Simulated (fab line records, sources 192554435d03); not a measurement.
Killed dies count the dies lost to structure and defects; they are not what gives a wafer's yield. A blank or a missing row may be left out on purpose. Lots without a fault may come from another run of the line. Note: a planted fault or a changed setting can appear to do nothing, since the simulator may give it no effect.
The tool behind it: which one? -- flow n5_finfet -- 24 lots, 72 wafers sampled, at 6 steps of a route of 1938

== WHAT THE GAUGES READ, wafer by wafer ==
N5_BEOL_M3_RS_MEAS_58: uses a four-point probe to measure.
lot,measured,on,M3_RS (ohm/sq)
L074,day 7 01:50,film_metro-02,0.67 0.69 0.63
L075,day 7 13:11,film_metro-01,0.71 0.67 0.63
L076,day 7 20:34,film_metro-01,0.69 0.69 0.68
L077,day 7 22:01,film_metro-02,0.70 0.63 0.63
L078,day 8 00:13,film_metro-02,0.70 0.67 0.66
L079,day 8 07:37,film_metro-01,0.71 0.66 0.68
L080,day 8 14:30,film_metro-02,0.73 0.66 0.69
L081,day 9 05:49,film_metro-02,0.67 0.76 0.72
L082,day 9 19:31,film_metro-02,0.63 0.62 0.61
L083,day 10 06:14,film_metro-02,0.67 0.67 0.62
L084,day 10 11:53,film_metro-02,0.65 0.68 0.66
L085,day 10 14:06,film_metro-01,0.67 0.68 0.70
L086,day 10 16:38,film_metro-02,0.70 0.68 0.63
L088,day 10 19:39,film_metro-02,0.66 0.75 0.67
L087,day 10 20:01,film_metro-01,0.75 0.63 0.66
L089,day 11 02:08,film_metro-02,0.76 0.66 0.67
L090,day 11 02:53,film_metro-02,0.74 0.66 0.67
L091,day 12 04:10,film_metro-02,0.72 0.68 0.70
L092,day 12 08:22,film_metro-01,0.71 0.73 0.66
L094,day 12 10:02,film_metro-01,0.67 0.65 0.63
L093,day 12 12:05,film_metro-02,0.64 0.66 0.68
L095,day 13 00:26,film_metro-01,0.65 0.62 0.58
L096,day 13 04:59,film_metro-01,0.65 0.69 0.61
L097,day 13 05:08,film_metro-01,0.66 0.61 0.60

== WHAT TOOL EACH LOT RAN ON (gives the tool, then ch and the chambers of the sampled wafers, and finally the start) ==
lot,N5_BEOL_M3_ETCH_41,N5_BEOL_M3_SURFACE_TREAT_85,N5_BEOL_M3_SPUTTER_48,N5_BEOL_M3_SPUTTER_92,N5_BEOL_M3_PRE_CLEAN_60
L074,"rie_diel-02 ch 0,1,3, day 6 22:19 or earlier","pvd_sputter-01, day 6 22:19","pvd_sputter-03, day 6 23:00","pvd_sputter-03, day 7 00:19","cvd_co-01 ch 0,2, day 7 01:36"
L075,"rie_diel-02 ch 0,3, day 7 09:10 or earlier","pvd_sputter-02, day 7 09:10","pvd_sputter-03, day 7 10:23","pvd_sputter-03, day 7 11:42","cvd_co-01 ch 1,2, day 7 12:58"
L076,"rie_diel-02 ch 0,1,3, day 7 15:35 or earlier","pvd_sputter-01, day 7 15:35","pvd_sputter-03, day 7 17:31","pvd_sputter-03, day 7 18:50","cvd_co-02 ch 0,2, day 7 20:21"
L077,"rie_diel-05 ch 2,3, day 7 18:55 or earlier","pvd_sputter-02, day 7 18:55","pvd_sputter-02, day 7 19:12","pvd_sputter-02, day 7 20:31","cvd_co-01 ch 0,1, day 7 21:47"
L078,"rie_diel-02 ch 0,3, day 7 21:02 or earlier","pvd_sputter-02, day 7 21:02","pvd_sputter-02, day 7 21:19","pvd_sputter-02, day 7 22:38","cvd_co-01 ch 0,2, day 8 00:00"
L079,"rie_diel-06 ch 0,1,2, day 8 04:10 or earlier","pvd_sputter-03, day 8 04:10","pvd_sputter-03, day 8 04:34","pvd_sputter-03, day 8 05:53","cvd_co-01 ch 0,2, day 8 07:23"
L080,"rie_diel-05 ch 0,1,2, day 8 11:26 or earlier","pvd_sputter-03, day 8 11:26","pvd_sputter-02, day 8 11:40","pvd_sputter-02, day 8 12:59","cvd_co-02 ch 0,1, day 8 14:15"
L081,"rie_diel-06 ch 0,1,2, day 9 01:25 or earlier","pvd_sputter-03, day 9 01:25","pvd_sputter-02, day 9 03:00","pvd_sputter-02, day 9 04:19","cvd_co-01 ch 0,1,2, day 9 05:35"
L082,"rie_diel-02 ch 0,2, day 9 16:25 or earlier","pvd_sputter-01, day 9 16:25","pvd_sputter-02, day 9 16:42","pvd_sputter-02, day 9 18:01","cvd_co-02 ch 1,2, day 9 19:17"
L083,"rie_diel-05 ch 0,1,3, day 10 03:11 or earlier","pvd_sputter-02, day 10 03:11","pvd_sputter-03, day 10 03:26","pvd_sputter-03, day 10 04:45","cvd_co-01 ch 0,1,2, day 10 06:01"
L084,"rie_diel-02 ch 0,1, day 10 08:45 or earlier","pvd_sputter-03, day 10 08:45","pvd_sputter-03, day 10 09:04","pvd_sputter-03, day 10 10:23","cvd_co-01 ch 0,1,2, day 10 11:40"
L085,"rie_diel-05 ch 2,3, day 10 09:50 or earlier","pvd_sputter-01, day 10 09:50","pvd_sputter-03, day 10 10:55","pvd_sputter-03, day 10 12:14","cvd_co-02 ch 0,1, day 10 13:53"
L086,"rie_diel-06 ch 0,1,3, day 10 13:31 or earlier","pvd_sputter-01, day 10 13:31","pvd_sputter-02, day 10 13:46","pvd_sputter-02, day 10 15:05","cvd_co-02 ch 1,2, day 10 16:24"
L088,"rie_diel-06 ch 0,1,3, day 10 16:37 or earlier","pvd_sputter-02, day 10 16:37","pvd_sputter-01, day 10 16:50","pvd_sputter-01, day 10 18:10","cvd_co-01 ch 0,1, day 10 19:26"
L087,"rie_diel-06 ch 0,2,3, day 10 16:40 or earlier","pvd_sputter-02, day 10 16:40","pvd_sputter-03, day 10 16:55","pvd_sputter-03, day 10 18:14","cvd_co-02 ch 1, day 10 19:44"
L089,"rie_diel-06 ch 2,3, day 10 23:07 or earlier","pvd_sputter-03, day 10 23:07","pvd_sputter-02, day 10 23:20","pvd_sputter-02, day 11 00:39","cvd_co-01 ch 1,2, day 11 01:55"
L090,"rie_diel-02 ch 0,1,3, day 10 23:47 or earlier","pvd_sputter-01, day 10 23:47","pvd_sputter-01, day 11 00:05","pvd_sputter-01, day 11 01:24","cvd_co-02 ch 0,1, day 11 02:40"
L091,"rie_diel-05 ch 1,2,3, day 12 00:38 or earlier","pvd_sputter-01, day 12 00:38","pvd_sputter-01, day 12 01:19","pvd_sputter-01, day 12 02:38","cvd_co-01 ch 1,2, day 12 03:55"
L092,"rie_diel-02 ch 0,1,3, day 12 05:10 or earlier","pvd_sputter-01, day 12 05:10","pvd_sputter-02, day 12 05:23","pvd_sputter-02, day 12 06:42","cvd_co-02 ch 0,2, day 12 08:08"
L094,"rie_diel-06 ch 2,3, day 12 05:54 or earlier","pvd_sputter-03, day 12 05:54","pvd_sputter-02, day 12 07:13","pvd_sputter-02, day 12 08:32","cvd_co-01 ch 0,1, day 12 09:49"
L093,"rie_diel-06 ch 0,2,3, day 12 08:56 or earlier","pvd_sputter-03, day 12 08:56","pvd_sputter-01, day 12 09:17","pvd_sputter-01, day 12 10:36","cvd_co-01 ch 0,2, day 12 11:52"
L095,"rie_diel-02 ch 0,1,2, day 12 21:20 or earlier","pvd_sputter-01, day 12 21:20","pvd_sputter-02, day 12 21:38","pvd_sputter-02, day 12 22:58","cvd_co-02 ch 0,1, day 13 00:13"
L096,"rie_diel-02 ch 0,1,3, day 13 01:58 or earlier","pvd_sputter-01, day 13 01:58","pvd_sputter-01, day 13 02:11","pvd_sputter-01, day 13 03:30","cvd_co-02 ch 0,1,2, day 13 04:46"
L097,"rie_diel-06 ch 1,2,3, day 13 02:02 or earlier","pvd_sputter-01, day 13 02:02","pvd_sputter-02, day 13 02:19","pvd_sputter-02, day 13 03:38","cvd_co-02 ch 1,2, day 13 04:55"
- N5_BEOL_M3_ETCH_41: etches SiCN in CH3F/O2, target depth 29.9 nm, time 52.5 s.
- N5_BEOL_M3_SURFACE_TREAT_85
- N5_BEOL_M3_SPUTTER_48: material Cu, target thk 4.5 nm, time 8.29 s.
- N5_BEOL_M3_SPUTTER_92: material Cu, target thk 4.5 nm, time 8.29 s.
- N5_BEOL_M3_PRE_CLEAN_60: time 15 s.

== AS READ BY THE TOOLS THEMSELVES (means over the sampled wafers that have a number; for cases with no such wafer, the mark the record gives instead) ==
N5_BEOL_M3_ETCH_41.
lot,tool,drypump_motor_current_A (A),oes_product_au (a.u.),rf_vpp_V (V),showerhead_plenum_p_Torr (Torr),throttle_valve_pct (%)
L074,rie_diel-02,5.4,0.74,297.8,2.01,16.61
L075,rie_diel-02,5.4,0.76,299.6,2.08,16.53
L076,rie_diel-02,5.5,0.73,297.9,2.01,16.62
L077,rie_diel-05,5.2,0.73,299.5,2.08,16.57
L078,rie_diel-02,5.4,0.74,299.1,2.08,16.54
L079,rie_diel-06,5.9,0.76,297.5,1.99,16.28
L080,rie_diel-05,5.6,0.77,296.9,2.00,16.50
L081,rie_diel-06,5.9,0.76,297.1,1.99,16.29
L082,rie_diel-02,5.1,0.87,299.8,2.12,16.25
L083,rie_diel-05,5.8,0.76,296.8,1.99,16.33
L084,rie_diel-02,5.5,0.89,300.1,2.09,16.45
L085,rie_diel-05,5.4,0.72,299.2,2.08,16.39
L086,rie_diel-06,6.1,0.77,298.2,2.03,16.17
L088,rie_diel-06,6.1,0.77,297.8,2.03,16.16
L087,rie_diel-06,5.8,0.81,297.0,1.97,16.22
L089,rie_diel-06,6.1,0.86,297.1,1.99,16.14
L090,rie_diel-02,5.4,0.82,298.7,2.08,16.53
L091,rie_diel-05,5.4,0.75,298.7,2.05,16.45
L092,rie_diel-02,5.5,0.79,299.3,2.08,16.54
L094,rie_diel-06,6.1,0.85,297.0,1.99,16.17
L093,rie_diel-06,5.9,0.78,297.5,1.97,16.24
L095,rie_diel-02,5.3,0.84,300.1,2.10,16.39
L096,rie_diel-02,5.5,0.79,299.2,2.08,16.56
L097,rie_diel-06,6.3,0.81,298.4,2.04,16.10

N5_BEOL_M3_SPUTTER_48.
lot,tool,throttle_valve_pct (%)
L074,pvd_sputter-03,30.5
L075,pvd_sputter-03,31.7
L076,pvd_sputter-03,31.1
L077,pvd_sputter-02,29.9
L078,pvd_sputter-02,29.7
L079,pvd_sputter-03,30.6
L080,pvd_sputter-02,29.8
L081,pvd_sputter-02,30.9
L082,pvd_sputter-02,30.7
L083,pvd_sputter-03,29.5
L084,pvd_sputter-03,29.7
L085,pvd_sputter-03,30.6
L086,pvd_sputter-02,29.6
L088,pvd_sputter-01,30.1
L087,pvd_sputter-03,30.1
L089,pvd_sputter-02,28.8
L090,pvd_sputter-01,30.1
L091,pvd_sputter-01,30.4
L092,pvd_sputter-02,29.7
L094,pvd_sputter-02,30.3
L093,pvd_sputter-01,29.8
L095,pvd_sputter-02,30.1
L096,pvd_sputter-01,30.6
L097,pvd_sputter-02,30.4

N5_BEOL_M3_SPUTTER_92.
lot,tool,throttle_valve_pct (%)
L074,pvd_sputter-03,30.3
L075,pvd_sputter-03,31.8
L076,pvd_sputter-03,31.0
L077,pvd_sputter-02,29.6
L078,pvd_sputter-02,29.6
L079,pvd_sputter-03,30.6
L080,pvd_sputter-02,29.7
L081,pvd_sputter-02,30.8
L082,pvd_sputter-02,30.8
L083,pvd_sputter-03,29.5
L084,pvd_sputter-03,29.6
L085,pvd_sputter-03,30.8
L086,pvd_sputter-02,29.5
L088,pvd_sputter-01,30.2
L087,pvd_sputter-03,29.9
L089,pvd_sputter-02,28.8
L090,pvd_sputter-01,30.2
L091,pvd_sputter-01,30.6
L092,pvd_sputter-02,29.7
L094,pvd_sputter-02,30.0
L093,pvd_sputter-01,29.8
L095,pvd_sputter-02,30.3
L096,pvd_sputter-01,30.7
L097,pvd_sputter-02,30.5

N5_BEOL_M3_PRE_CLEAN_60.
lot,tool,heater_power_w (W)
L074,cvd_co-01,105
L075,cvd_co-01,78
L076,cvd_co-02,115
L077,cvd_co-01,129
L078,cvd_co-01,106
L079,cvd_co-01,80
L080,cvd_co-02,106
L081,cvd_co-01,102
L082,cvd_co-02,73
L083,cvd_co-01,103
L084,cvd_co-01,105
L085,cvd_co-02,106
L086,cvd_co-02,74
L088,cvd_co-01,126
L087,cvd_co-02,53
L089,cvd_co-01,101
L090,cvd_co-02,79
L091,cvd_co-01,78
L092,cvd_co-02,117
L094,cvd_co-01,126
L093,cvd_co-01,81
L095,cvd_co-02,107
L096,cvd_co-02,89
L097,cvd_co-02,65

== THE ANSWER, worked out from the rows above alone ==
Rule: the lots themselves supply what counts as usual. Put in order of their means at a reading, lots are off if they are a third of the lots or fewer, leave a main group of 4 or more, and stand apart from it by a gap of 3 or more times the standard deviation of the main group's means; of several such gaps the widest counts. A main group is skipped when, at the precision printed for the reading in the tables above, its means are all equal. A lot without any number at a reading at which 4 lots or more have one is off too. Where the step has rows for the other lots, those lots are counted as sound. The gauges are gone through in route order, then the tools' own readings, and for those a lot's mean is taken as printed above. At the first step where some lot is off, the reading lying furthest off is the one used; lots without a number count as furthest.
Nothing can be told from this: no lot is off at any reading shown.

== WHAT THE SIMULATOR HAD INSERTED ==
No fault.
